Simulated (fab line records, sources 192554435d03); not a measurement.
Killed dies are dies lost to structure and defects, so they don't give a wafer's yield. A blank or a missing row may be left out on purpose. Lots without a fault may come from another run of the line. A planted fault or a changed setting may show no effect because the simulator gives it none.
A struck lot beside a sound one | flow n5_finfet | 15 steps out of a route of 1938
Sound: wafers L767.1, L767.2, L767.4. Struck: wafer L774.6. (L774.2 of the same lot was not struck and is left out.) The cause comes at the end.
At each step with rows: each side's tool, then ch and its chambers, then its first start. Under that, the readings that differ: sound wafers | struck wafers | difference of the means | sigmas: that difference in standard deviations of wafers without a fault.
alike: readings whose means differ by less than 2 such deviations, and words and numbers that are the same on both sides. not compared: withheld readings, readings that some wafer has no value for, bounds like >300 that may hide the same value, and numbers for which the record gives no deviation and whose values overlap.
The two part at a step that has a row with sigmas, a row that says differs or no value, or rows on one side only. Numbers that don't overlap but have no deviation are shown without sigmas and don't part them. A reading that every wafer of one side lacks parts them only if that side has two wafers or more.

first, 8 steps without rows for these wafers: N5_BEOL_M10_COAT_63 (time 60 s, resist thk 100 nm); N5_BEOL_M10_COAT_64 (time 60 s, resist thk 30 nm); N5_BEOL_M10_COAT_22 (resist thk 90 nm); N5_BEOL_M10_EBR_24; N5_BEOL_M10_SOFTBAKE_23 (time 60 s); N5_BEOL_M10_EXPOSE_25 (exposes mask V9); N5_BEOL_M10_PEB_26 (peb time 60 s); N5_BEOL_M10_DEVELOP_27 (develop time 30 s).
N5_BEOL_M10_CD_MEAS_28: target cd 70 nm.
  sound on cd_sem-01 ch 0, day 14 02:53; struck on cd_sem-02 ch 0, day 15 08:57
  alike: cd_nm
N5_BEOL_M10_OVL_MEAS_29:
  sound on overlay-02 ch 0, day 14 02:55; struck on overlay-02 ch 0, day 15 08:59
  alike: V9_OVL
N5_BEOL_M10_INSPECT_30: inspects for defects (brightfield).
  sound on defect_inspect-01, day 14 02:56; struck on defect_inspect-02, day 15 09:00
  alike: raw_defect_count
N5_BEOL_M10_DESCUM_33: chemistry O2, time 7.9 s.
  sound on rie_diel-06 ch 0,2,3, day 14 02:58; struck on rie_diel-06 ch 1, day 15 09:02
  alike: bias_power_w, chamber_pressure_mTorr, drypump_motor_current_A, oes_product_au, rf_vpp_V, showerhead_plenum_p_Torr, throttle_valve_pct
  not compared: rf_hours_counter_h
N5_BEOL_M10_ETCH_65: etches SiARC in CF4, target depth 39 nm, time 65 s.
  sound on rie_diel-06 ch 0,2,3, day 14 03:00; struck on rie_diel-06 ch 1, day 15 09:04
  reading               | sound          | struck | difference | sigmas
  etch_rf_on_time_s (s) | 63.1 63.2 63.5 | 125.2  | +61.9      | +78
  oes_product_au (a.u.) | 0.72 0.82 0.68 | 0.49   | -0.25      | -3
  alike: chamber_pressure_mTorr, drypump_motor_current_A, rf_vpp_V, showerhead_plenum_p_Torr, throttle_valve_pct
  not compared: bias_w, rf_hours_counter_h
N5_BEOL_M10_ETCH_66: etches SOC in N2/H2, target depth 120 nm, overetch 24 nm, time 180 s.
  sound on rie_diel-06 ch 0,2,3, day 14 03:03; struck on rie_diel-06 ch 1, day 15 09:07
  alike: bias_w, chamber_pressure_mTorr, drypump_motor_current_A, h2_flow_sccm, oes_product_au, rf_vpp_V, showerhead_plenum_p_Torr, throttle_valve_pct
  not compared: rf_hours_counter_h
-- the record jumps here: 2 days lie between the struck wafers' starts before and after (it left off in module BEOL_M10 and takes up again in module PASSIVATION, whose first step shown is number 1936 of the route) --
N5_PASSIVATION_PROBE_49:
  the record has rows for the struck wafers here (prober-02, day 17 10:29) and none for the sound ones

WHERE THEY PART
First at N5_BEOL_M10_ETCH_65; last, within this record, at N5_PASSIVATION_PROBE_49.

WHY: what the simulator had put in
Process parameter drift: rie_diel-06, from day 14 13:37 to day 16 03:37, at N5_BEOL_M10_ETCH_65. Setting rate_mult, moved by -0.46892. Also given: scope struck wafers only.
